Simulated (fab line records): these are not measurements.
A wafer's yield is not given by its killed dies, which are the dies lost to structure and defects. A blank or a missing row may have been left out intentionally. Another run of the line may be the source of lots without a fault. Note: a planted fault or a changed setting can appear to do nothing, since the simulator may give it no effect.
Struck lot and sound lot, side by side | flow n5_finfet | 37 out of 1938 route steps
Sound: wafers L234.3, L234.4, L234.5. Wafers struck: L229.1, L229.3, L229.6. Last of all comes the cause.
For every step that has rows: the tool of each side, followed by ch and its chambers, followed by its first start. Under that, the readings that differ: sound wafers | struck wafers | difference of the means | sigmas: that difference in standard deviations of wafers without a fault.
alike: same words and numbers on both sides, and readings whose means sit less than 2 such deviations apart. not compared: any withheld reading, any reading some wafer has no value for, any bound like >300 that may hide the same value, and any number with overlapping values for which the record gives no deviation.
Wherever a step has rows on one side only, a row that says differs or no value, or a row with sigmas, the two part there. Numbers that have no deviation but don't overlap get no sigmas and don't part them. Lack of a reading on every wafer of one side parts them only where that side has two or more wafers.

first, 9 steps without rows for these wafers: N5_BEOL_M2_ANNEAL_95 (time 240 s); N5_BEOL_M2_SPUTTER_96 (material Cu, target thk 4.5 nm, time 8.29 s); N5_BEOL_M2_ECD_50 (material Cu, target thk 300 nm); N5_BEOL_M2_ANNEAL_51 (time 90 s); N5_BEOL_M2_CMP_52 (polishes, stops on SiOC, t overpolish 6.8 s, target thk 40 nm); N5_BEOL_M2_PRE_CLEAN_60 (time 15 s); N5_BEOL_M2_CO_CAP_55 (material Co, precursor CCTBA/H2, target thk 2 nm, time 102.1 s); N5_BEOL_M2_PRE_CLEAN_56 (time 15 s); N5_BEOL_M2_DEP_57 (deposits SiCN from 3MS/NH3, target thk 8 nm, time 14 s).
N5_BEOL_M3_ILD_DEP_00: deposits SiOC from DEMS/O2, target thk 79 nm, time 15.3 s.
  sound on pecvd-01 ch 1,2, day 13 22:24; struck on pecvd-04 ch 0,1,2, day 12 01:56
  reading                                      | sound        | struck         | difference | sigmas
  model.SiOC_of_BEOL_M3_ILD_DEP_00.thk_nm (nm) | 80.6 79 80.8 | 89.6 88.4 89.8 | +9.1       |
  alike: heater_power_w, showerhead_plenum_p_Torr, throttle_valve_pct
N5_BEOL_M3_THK_MEAS_01:
  sound: film_metro-02 at day 13 22:28; struck: film_metro-02 at day 12 02:00
  reading         | sound          | struck         | difference | sigmas
  M3_ILD_THK (nm) | 80.6 79.0 80.8 | 89.7 88.5 89.9 | +9.2       | +9
then, 24 steps without rows for these wafers: N5_BEOL_M3_PECVD_72 (deposits SiO2 from TEOS/O2, target thk 16 nm, time 18 s); N5_BEOL_M3_HM_DEP_02 (deposits TiN, target thk 20 nm); N5_BEOL_M3_COAT_61 (time 60 s, resist thk 60 nm); N5_BEOL_M3_COAT_62 (time 60 s, resist thk 12 nm); N5_BEOL_M3_COAT_73 (time 60 s, resist thk 5 nm); N5_BEOL_M3_COAT_05 (resist thk 30 nm); N5_BEOL_M3_EBR_07; N5_BEOL_M3_SOFTBAKE_06 (time 60 s); N5_BEOL_M3_EXPOSE_08 (exposes mask M3); N5_BEOL_M3_PEB_09 (peb time 60 s); N5_BEOL_M3_DEVELOP_10 (develop time 30 s); N5_BEOL_M3_DESCUM_16 (chemistry O2, time 7 s); N5_BEOL_M3_ETCH_74 (etches underlayer in N2/H2, target depth 6.5 nm, time 5.2 s); N5_BEOL_M3_ETCH_63 (etches SiARC in CF4, target depth 15.6 nm, time 26 s); N5_BEOL_M3_ETCH_64 (etches SOC in N2/H2, target depth 75 nm, overetch 15 nm, time 112.5 s); N5_BEOL_M3_STRIP_65 (strips in N2/H2); N5_BEOL_M3_STRIP_75 (strips in N2/H2); N5_BEOL_M3_STRIP_66 (strips in CF4); N5_BEOL_M3_HM_OPEN_17 (chemistry Cl2/BCl3, target TiN, target depth 20 nm, overetch 6 nm); N5_BEOL_M3_STRIP_19 (strips in O2); N5_BEOL_M3_COAT_67 (time 60 s, resist thk 60 nm); N5_BEOL_M3_COAT_68 (time 60 s, resist thk 12 nm); N5_BEOL_M3_COAT_76 (time 60 s, resist thk 5 nm); N5_BEOL_M3_COAT_22 (resist thk 30 nm).
N5_BEOL_M3_CMP_52: polishes, stops on SiOC, t overpolish 6.8 s, target thk 40 nm.
  sound on cmp-03 ch 1,2, day 15 07:46; struck on cmp-04 ch 0,1,2, day 13 09:17
  reading                                      | sound        | struck         | difference | sigmas
  model.SiOC_of_BEOL_M3_ILD_DEP_00.thk_nm (nm) | 77.6 76 77.8 | 86.6 85.4 86.8 | +9.1       |
  model.Cu_of_BEOL_M3_ECD_50.thk_nm (nm)       | 39.2 38.6 41 | 52.4 49.4 51.4 | +11.5      |
  alike: edge_zone_pressure_frac, motor_current_A
N5_BEOL_M4_RC_MEAS_101:
  sound on prober-01 ch 0, day 16 09:44; struck on prober-02 ch 0, day 13 23:47
  alike: DIBL_N, DIBL_P, IOFF_N, IOFF_P, ION_N, ION_P, SS_N, SS_P, VT_N, VT_P

WHERE THEY PART
Within this record, at N5_BEOL_M3_THK_MEAS_01 only. Later steps at which nothing parts them and some readings are alike: N5_BEOL_M3_CMP_52, N5_BEOL_M4_RC_MEAS_101.

WHY: whatever the simulator had introduced
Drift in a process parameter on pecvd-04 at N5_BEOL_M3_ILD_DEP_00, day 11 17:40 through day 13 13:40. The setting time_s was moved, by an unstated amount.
